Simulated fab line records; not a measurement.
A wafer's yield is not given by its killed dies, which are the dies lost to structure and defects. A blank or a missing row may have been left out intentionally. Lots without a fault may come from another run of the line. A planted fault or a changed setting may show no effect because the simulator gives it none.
Problem report in the 8D (eight disciplines) form, filled by code ; flow nand harc ; the parts of the form that need people (team, actions taken, sign-off) are left out

## 1. WHAT IS WRONG
raw defect count at NHARC_P_M1_INSPECT_11 reads a mean of 295.3 on 3 wafers of 2 lots; wafers without a fault read 4.3 with a standard deviation of 2.3. That is +99 or more standard deviations from the usual mean.
First seen on wafer L671.3, day 10 05:04, on defect inspect-02. The record holds 36 wafers of 12 lots with a number at this step. By rule, "out" or "out of limits" means more than 4 standard deviations away from the usual mean. All remaining wafers that have a number are taken as sound.

## 2. WHAT THIS IS AND IS NOT
question;is;is not
which readings at this step;raw defect count;-
which lots;L670, L671;L655, L656, L657, L660, L661, L662, L664, L666, L669, L674
which wafers of those lots;L670.6, L671.3, L671.6;L670.2, L670.4, L671.1
read on which gauges;defect inspect-02;defect inspect-01
when;from day 10 05:04;"up to then (28 sound wafers); but 5 sound wafers of L670, L674 came after"

## 3. SUSPECTS, AND WHAT RULES EACH OUT
Counting: if a tool at a process step up to the reading ran every lot that is out, it stays a suspect. Sound lots after the first of them don't rule it out here, since some wafers of a struck lot are sound.
- the gauge at NHARC_P_M1_INSPECT_11 has been ruled out. All the wafers that are out were read on defect inspect-02, but those of them that NHARC_END_SORT_01 has rows for are out there too, on other tools.
- pecvd-02 at NHARC_P_M0_PRE_CLEAN_31 (time 12 s): kept. It ran every lot that is out, first L671 (day 10 03:37); its last sound lot up to then is L666 (day 9 05:19).
- pecvd-02, NHARC_P_M0_PRE_CLEAN_31: wafers that are out in chamber 2, sound lot-mates in chambers 0, 1.
Remaining after the count: pecvd-02 at NHARC_P_M0_PRE_CLEAN_31.

## 4. THE CAUSE (what the simulator had put in)
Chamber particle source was pecvd-02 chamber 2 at NHARC_P_M0_PRE_CLEAN_31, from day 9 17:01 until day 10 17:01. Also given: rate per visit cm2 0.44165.
After counting, this tool was the only one left.

## 5. THE CHAIN OF EFFECTS, in route order
Each row: a reading whose mean over the struck wafers that have a number lies more than 3 standard deviations from the usual. Readings are gone through only where the record gives a usual standard deviation; hours: the median, over the lots, of the time from a lot's start at the first step in this table giving one to that lot's start at this step; sigmas: the change measured in usual standard deviations.
hours;step;reading;usual;on struck wafers;change;sigmas
0;NHARC_P_M1_INSPECT_11;raw defect count;4.3;295.3;+291.0;+99 or more
324;NHARC_END_SORT_01;defect limited yield;95.1 %;85.3;-9.8;-7.5
324;NHARC_END_SORT_01;killed at periphery;3.8;74.7;+70.9;+34
324;NHARC_END_SORT_01;killed dies;33;100;+67;+7.4
324;NHARC_END_SORT_01;sort_bin_2_pct;1.5 %;6.3;+4.8;+8.5
324;NHARC_END_SORT_01;sort_bin_3_pct;0.26 %;2.51;+2.25;+11
324;NHARC_END_SORT_01;sort_bin_4_pct;3.1 %;6.0;+2.9;+3.2
324;NHARC_END_SORT_01;sort n pass;644;577;-67;-7.4
324;NHARC_END_SORT_01;sort yield pct;95.1 %;85.3;-9.8;-7.5

## 6. HOW IT WOULD HAVE BEEN CAUGHT EARLIER
12 hours passed between the start of the fault at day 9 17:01 and the first reading out of limits at a measuring or inspecting step in this record, taken at day 10 05:04.
Tool readings at NHARC_P_M0_PRE_CLEAN_31 with a usual standard deviation given in the record: none out on any struck wafer, hence no alarm at a limit of 4 standard deviations on them.
By day 10 05:04, every lot that is out (2) had started NHARC_P_M0_PRE_CLEAN_31 on pecvd-02. Holding the tool at that point would not have protected any of them.
